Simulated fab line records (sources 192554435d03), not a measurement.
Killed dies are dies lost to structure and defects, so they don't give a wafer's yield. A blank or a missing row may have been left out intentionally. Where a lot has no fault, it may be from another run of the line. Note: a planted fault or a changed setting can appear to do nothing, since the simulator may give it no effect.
fab line records	flow n5-finfet
[record] lots = 6	wafers = 18	last-day = 16
route steps=1938 shown STI_FIN_REVEAL@202 DUMMY_GATE@212 BEOL_M4@1111
lots untouched by any fault: they come from a run of this same line in which no faults occurred
start-h: hours from the record's first day to the start of the lot's first wafer shown	wait-h: time in hours since the lot's previous step	" same as the row above	L1.1+2: a single row standing in for several wafers	- either no value or no given start	* or withheld: withheld	< > ~ a bound
route shown NAME@n: a module of which the file shows steps, and the number in the route of the first	usual: average and standard deviation across the fault-free wafers	same: alike in all rows	chamber/n: place in a boat	sites: readings site by site	_std_site: standard deviation across them	_edge_site: outer sites' mean less inner sites'	radius-mm: for every site, how far away it sits from the centre of the wafer	mask NAME#n: copy n	behind: the last tool/chamber to shape the wafer	hold: what put the lot on hold/how long, in hours/how the hold closed	device: the transistor (n, p or np) that didn't switch	end of line: the same wafers' tests at the end of the route	a step given without rows: its recipe and nothing more	killed: dies lost to structure and defects at the first sort, not the wafer's yield	map: dies across one wafer; x = killed, . = not, _ = none there
set.NAME: the run value of the setting; set.NAME@STEP: its run value at that earlier step	model.NAME: the simulator's own value behind a step, which no gauge read
lots seen at some steps along the route; tables by step, rows by wafer
services: the hour from which a tool's chamber was out of use, counted from the record's first day as start-h (under 0 if before that day), plus the number of hours and why
[[steps]]
[step N5_STI_FIN_REVEAL_STRIP_35]
[recipe] chemistry = H3PO4	material = Si3N4	temp-c = 165	target-depth-a = 40	time-s = 39
[step N5_STI_FIN_REVEAL_SRD_21]
[recipe] dry = ipa-marangoni	time-s = 30	temp-c = 23	rinse-liquid = diw
[step N5_STI_FIN_REVEAL_OXIDATION_33]
[recipe] chemistry = O2_PLASMA_REMOTE	temp-c = 150	time-s = 20	pressure-mtorr = 1000	source-power-w = 2000	o2-flow-sccm = 3000
[usual] drypump-motor-current-A = 5.90/0.13	heater-power-w = 149/10	o2-flow-sccm = 3000/9.8
lot.wafer	tool	chamber	start-h	wait-h	drypump-motor-current-A	heater-power-w	o2-flow-sccm	rf-hours-counter-h
L706.1	plasma-asher-01	0	67.81	0.3	5.97	140	3000	91
L706.3	"	1	"	"	5.99	162	3005	-
L706.6	"	0	"	"	5.99	144	3005	-
L710.1	plasma-asher-01	0	91.53	0.0	5.99	145	2997	96
L710.2	"	1	"	"	5.98	160	3015	96
L710.4	"	0	"	"	6.00	140	3002	-
L715.3	plasma-asher-02	1	121.09	0.0	5.91	137	2992	-
L715.5	"	0	"	"	5.65	146	2991	-
L715.6	"	1	"	"	5.87	141	2990	-
L716.2	plasma-asher-02	1	127.65	0.0	5.91	140	3015	43
L716.3	"	1	"	"	5.90	140	3020	-
L716.4	"	0	"	"	5.65	148	3018	-
L719.1	plasma-asher-01	0	145.44	0.1	5.98	137	3011	108
L719.2	"	1	"	"	6.00	165	3006	108
L719.3	"	0	"	"	5.97	139	3009	-
L721.2	plasma-asher-01	0	159.42	0.0	6.01	143	3006	111
L721.3	"	0	"	"	5.97	143	2985	-
L721.6	"	1	"	"	5.99	164	3014	-
[step N5_STI_FIN_REVEAL_CLEAN_19]
[recipe] chemistry = O3/DIW	temp-c = 25	time-s = 120	o3-ppm = 10
[step N5_STI_FIN_REVEAL_SRD_23]
[recipe] dry = ipa-marangoni	time-s = 30	temp-c = 23	rinse-liquid = diw
[step N5_STI_FIN_REVEAL_CD_MEAS_22]
[recipe] target-cd-nm = 6.238	pitch-nm = 28	polarity = line
[usual] cd-nm = 6.26/0.22
lot.wafer	tool	chamber	start-h	wait-h	cd-nm
L706.1	cd-sem-03	-	67.97	0.0	6.20
L706.3	"	-	"	"	6.09
L706.6	"	-	"	"	6.34
L710.1	cd-sem-03	-	91.70	0.0	5.92
L710.2	"	-	"	"	6.37
L710.4	"	-	"	"	6.15
L715.3	cd-sem-03	-	121.24	0.0	5.96
L715.5	"	-	"	"	5.99
L715.6	"	-	"	"	6.42
L716.2	cd-sem-02	-	127.81	0.0	6.66
L716.3	"	-	"	"	6.47
L716.4	"	-	"	"	6.10
L719.1	cd-sem-01	-	145.61	0.0	6.35
L719.2	"	-	"	"	6.03
L719.3	"	-	"	"	6.41
L721.2	cd-sem-02	-	159.58	0.0	6.29
L721.3	"	-	"	"	6.63
L721.6	"	-	"	"	6.58
[step N5_STI_FIN_REVEAL_FIN_H_MEAS_10]
[usual] trench-depth-nm = 52.0/0.65
lot.wafer	tool	chamber	start-h	wait-h	trench-depth-nm
L706.1	ocd-02	-	68.00	0.0	52.3
L706.3	"	-	"	"	52.4
L706.6	"	-	"	"	52.7
L710.1	ocd-01	-	91.73	0.0	52.2
L710.2	"	-	"	"	51.5
L710.4	"	-	"	"	52.0
L715.3	ocd-01	-	121.27	0.0	52.2
L715.5	"	-	"	"	51.8
L715.6	"	-	"	"	51.9
L716.2	ocd-02	-	127.84	0.0	51.4
L716.3	"	-	"	"	51.8
L716.4	"	-	"	"	51.0
L719.1	ocd-01	-	145.64	0.0	51.8
L719.2	"	-	"	"	52.5
L719.3	"	-	"	"	51.9
L721.2	ocd-01	-	159.61	0.0	52.9
L721.3	"	-	"	"	52.7
L721.6	"	-	"	"	52.9
[step N5_STI_FIN_REVEAL_PRECLEAN_18]
[recipe] chemistry = SC2	time-s = 45	temp-c = 35	mix = 1:1:50
[step N5_STI_FIN_REVEAL_SRD_28]
[recipe] dry = ipa-marangoni	time-s = 30	temp-c = 23	rinse-liquid = diw
[step N5_STI_FIN_REVEAL_INSPECT_13]
[recipe] inspect-instrument = darkfield	mode = post-clean
[usual] raw-defect-count = 12/5.5
lot.wafer	tool	chamber	start-h	wait-h	raw-defect-count
L706.1	defect-inspect-01	-	68.09	0.0	16
L706.3	"	-	"	"	8
L706.6	"	-	"	"	13
L710.1	defect-inspect-01	-	91.81	0.0	9
L710.2	"	-	"	"	9
L710.4	"	-	"	"	11
L715.3	defect-inspect-02	-	121.36	0.0	3
L715.5	"	-	"	"	9
L715.6	"	-	"	"	1
L716.2	defect-inspect-02	-	127.93	0.0	9
L716.3	"	-	"	"	11
L716.4	"	-	"	"	10
L719.1	defect-inspect-01	-	145.73	0.0	10
L719.2	"	-	"	"	10
L719.3	"	-	"	"	5
L721.2	defect-inspect-01	-	159.70	0.0	25
L721.3	"	-	"	"	27
L721.6	"	-	"	"	16
[step N5_DUMMY_GATE_PRECLEAN_00]
[recipe] chemistry = O3/DIW	time-s = 60	temp-c = 22	o3-ppm = 10
[step N5_DUMMY_GATE_SRD_01]
[recipe] time-s = 30	temp-c = 23	rinse-liquid = diw	dry = ipa-marangoni
[step N5_DUMMY_GATE_ALD_02]
[recipe] material = SiO2	target-thk-a = 20	temp-c = 300	ald-precursor-family = BDEAS	ald-co-reactant = O2-plasma	pulse-time-s = 1	pressure-torr = 2
[usual] heater-power-w = 477/64	precursor-pulse-height-rel = 1.001/0.021	susceptor-temp-C = 299.98/0.19
lot.wafer	tool	chamber	start-h	wait-h	heater-power-w	precursor-pulse-height-rel	susceptor-temp-C
L706.1	ald-sin-03	1	68.19	0.0	509	0.969	300.04
L706.3	"	2	"	"	480	1.007	300.20
L706.6	"	0	"	"	524	0.968	299.97
L710.1	ald-sin-01	1	93.08	1.2	572	1.016	300.12
L710.2	"	0	"	"	543	1.063	299.73
L710.4	"	3	"	"	426	1.023	299.99
L715.3	ald-sin-03	3	121.88	0.5	468	1.007	299.96
L715.5	"	0	"	"	486	1.000	300.05
L715.6	"	3	"	"	477	0.985	299.72
L716.2	ald-sin-01	1	128.02	0.0	542	0.998	296.34
L716.3	"	0	"	"	539	1.027	296.24
L716.4	"	2	"	"	365	1.000	296.34
L719.1	ald-sin-01	1	145.84	0.0	559	0.989	296.14
L719.2	"	2	"	"	392	0.988	296.15
L719.3	"	3	"	"	421	1.012	296.26
L721.2	ald-sin-04	1	159.92	0.2	384	1.013	300.12
L721.3	"	3	"	"	411	0.976	300.05
L721.6	"	1	"	"	384	1.033	299.72
[step N5_DUMMY_GATE_CVD_03]
[recipe] material = a-Si	target-thk-a = 1500	temp-c = 530	precursor = SiH4	time-s = 8042
[step N5_BEOL_M4_RC_MEAS_101]
[usual] DIBL_N = 36.4/1.2	DIBL_P = 36.1/1.6	IOFF_N = 0.156/0.024	IOFF_P = 0.21/0.031	ION_N = 674/11	ION_P = 463/6.9	SS_N = 71.5/0.5	SS_P = 73.2/0.55	VT_N = 250.0/2.9	VT_P = -250/3.6
lot.wafer	tool	chamber	start-h	wait-h	DIBL_N[mV/V]	DIBL_P[mV/V]	IOFF_N[nA/um]	IOFF_P[nA/um]	ION_N[uA/um]	ION_P[uA/um]	SS_N[mV/dec]	SS_P[mV/dec]	VT_N[mV]	VT_P[mV]
L706.1	prober-01	0	193.63	0.0	36.8	37.1	0.168	0.25	687	470	71.7	73.3	249.2	-244
L706.3	"	0	"	"	35.2	34.3	0.130	0.19	675	471	71.5	72.5	252.3	-248
L706.6	"	0	"	"	34.8	34.5	0.125	0.20	673	465	71.2	72.6	251.8	-249
L710.1	prober-02	0	222.04	0.0	37.5	36.4	0.172	0.22	685	467	71.2	73.5	246.1	-250
L710.2	"	0	"	"	37.3	35.5	0.169	0.21	681	462	71.3	73.1	249.6	-248
L710.4	"	0	"	"	36.9	35.9	0.167	0.21	681	466	71.2	73.2	246.6	-248
L715.3	prober-02	0	244.21	0.3	36.5	35.6	0.168	0.19	685	453	71.2	73.4	250.4	-253
L715.5	"	0	"	"	35.4	34.0	0.138	0.17	663	452	71.2	72.5	250.0	-255
L715.6	"	0	"	"	36.7	35.7	0.170	0.19	685	460	71.6	73.4	247.7	-253
L716.2	prober-02	0	252.79	0.2	35.6	34.5	0.134	0.17	661	452	71.4	73.2	255.2	-256
L716.3	"	0	"	"	36.0	35.8	0.162	0.19	686	461	71.6	73.8	251.0	-252
L716.4	"	0	"	"	37.4	37.1	0.163	0.20	673	455	71.3	73.6	251.6	-255
L719.1	prober-01	0	282.70	0.0	36.6	38.1	0.148	0.19	665	455	71.4	72.9	254.3	-253
L719.2	"	0	"	"	35.0	36.0	0.119	0.17	666	458	71.1	72.8	255.6	-253
L719.3	"	0	"	"	35.0	36.6	0.127	0.18	663	458	71.3	73.0	254.6	-254
L721.2	prober-02	0	284.45	0.2	37.4	38.8	0.187	0.26	689	474	71.5	73.7	247.1	-247
L721.3	"	0	"	"	35.6	36.8	0.164	0.22	685	473	70.4	73.7	246.6	-245
L721.6	"	0	"	"	34.8	35.7	0.144	0.20	681	471	70.6	73.1	250.7	-247
[[services]]
tool	chamber	start-h	hours	kind
ald-sin-03	-	47.30	2.8	pm
plasma-asher-02	-	61.55	14.6	pm
ald-sin-04	-	66.64	0.6	repair
ald-sin-04	1	74.43	3.5	repair
ald-sin-03	-	85.25	14.0	pm
ald-sin-03	0	85.25	14.0	vent-cycle
ald-sin-03	1	85.25	14.0	vent-cycle
ald-sin-03	2	85.25	14.0	vent-cycle
ald-sin-03	3	85.25	14.0	vent-cycle
ald-sin-03	0	99.25	-	clean
ald-sin-03	1	99.25	-	clean
ald-sin-03	2	99.25	-	clean
ald-sin-03	3	99.25	-	clean
ald-sin-03	3	101.40	10.0	repair
ald-sin-03	0	108.39	8.2	repair
plasma-asher-01	-	132.90	0.6	repair
plasma-asher-02	-	139.38	4.3	pm
[[key]]
[first-sign] step = N5_DUMMY_GATE_ALD_02	reading = susceptor-temp-C	direction = down	sigmas = 20	usual = *	struck = *
effect none on later readings
met-at N5_DUMMY_GATE_ALD_02
struck-wafers L716.2,L716.3,L716.4,L719.1,L719.2,L719.3
onset-between 93.08 128.02
[fault] kind = process-parameter-drift	tool = ald-sin-01	chamber = -	onset-h = 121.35	steps = N5_DUMMY_GATE_ALD_02	channel = temp-c	offset = *	shape = step	end-h = 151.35	acts-in = *	stated = *
